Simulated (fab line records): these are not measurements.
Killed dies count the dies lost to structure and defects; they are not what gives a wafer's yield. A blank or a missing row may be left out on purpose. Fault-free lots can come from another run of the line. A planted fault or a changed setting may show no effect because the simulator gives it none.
Matching of chambers || flow n5 finfet || 3 sister chambers for N5_BEOL_M6_CVD_78 on cvd co-01
The step deposits Co from CCTBA/H2, target thk 2 nm, time 142.3 s. 14 wafers are shown with their chamber, then 7 later ones without.

## WAFERS, EACH WITH ITS CHAMBER
{"wafer": "L390.2", "chamber": 1, "run length s (s)": 164.3}
{"wafer": "L390.3", "chamber": 0, "run length s (s)": 165.1}
{"wafer": "L390.5", "chamber": 1, "run length s (s)": 164.4}
{"wafer": "L392.2", "chamber": 1, "run length s (s)": 164.7}
{"wafer": "L392.4", "chamber": 2, "run length s (s)": 165.3}
{"wafer": "L392.5", "chamber": 0, "run length s (s)": 165.0}
{"wafer": "L395.1", "chamber": 1, "run length s (s)": 164.3}
{"wafer": "L395.2", "chamber": 0, "run length s (s)": 165.4}
{"wafer": "L395.5", "chamber": 2, "run length s (s)": 165.6}
{"wafer": "L397.1", "chamber": 1, "run length s (s)": 164.9}
{"wafer": "L397.3", "chamber": 0, "run length s (s)": 165.8}
{"wafer": "L397.6", "chamber": 0, "run length s (s)": 165.4}
{"wafer": "L396.2", "chamber": 0, "run length s (s)": 164.9}
{"wafer": "L396.3", "chamber": 2, "run length s (s)": 165.0}

SIGNATURES (averages over the wafers above)
{"reading": "run length s", "chamber 0": 165.267, "chamber 1": 164.520, "chamber 2": 165.300, "scatter within a chamber": 0.305}
Rule: a wafer lies at a distance from a chamber equal to the root of the sum of squares, over the readings, of (its reading less the chamber's mean, divided by the reading's scatter). The wafer belongs to the nearest chamber; if the next one is less than 2 further off, it can't be placed. The scatter is the square root of a quotient: the sum, over the shown wafers, of each reading's squared deviation from its chamber's mean, divided by wafers minus chambers.

## WAFERS WITHOUT THEIR CHAMBER
{"wafer": "L396.4", "run length s (s)": 164.3}
{"wafer": "L405.2", "run length s (s)": 165.8}
{"wafer": "L405.3", "run length s (s)": 164.3}
{"wafer": "L405.5", "run length s (s)": 164.4}
{"wafer": "L406.1", "run length s (s)": 165.0}
{"wafer": "L406.6", "run length s (s)": 165.0}
{"wafer": "L407.6", "run length s (s)": 165.0}

## EACH ONE'S CHAMBER
{"wafer": "L396.4", "from the rows above": 1, "in truth": 1}
{"wafer": "L405.2", "from the rows above": "can't be placed: 2 or 0", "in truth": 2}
{"wafer": "L405.3", "from the rows above": 1, "in truth": 1}
{"wafer": "L405.5", "from the rows above": 1, "in truth": 1}
{"wafer": "L406.1", "from the rows above": "can't be placed: 0 or 2 or 1", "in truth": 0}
{"wafer": "L406.6", "from the rows above": "can't be placed: 0 or 2 or 1", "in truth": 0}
{"wafer": "L407.6", "from the rows above": "can't be placed: 0 or 2 or 1", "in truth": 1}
Correct placement for 3 of the 7. From these rows, 4 cannot be placed; in 4 the true chamber is one of the candidates. Wrongly placed: 0.
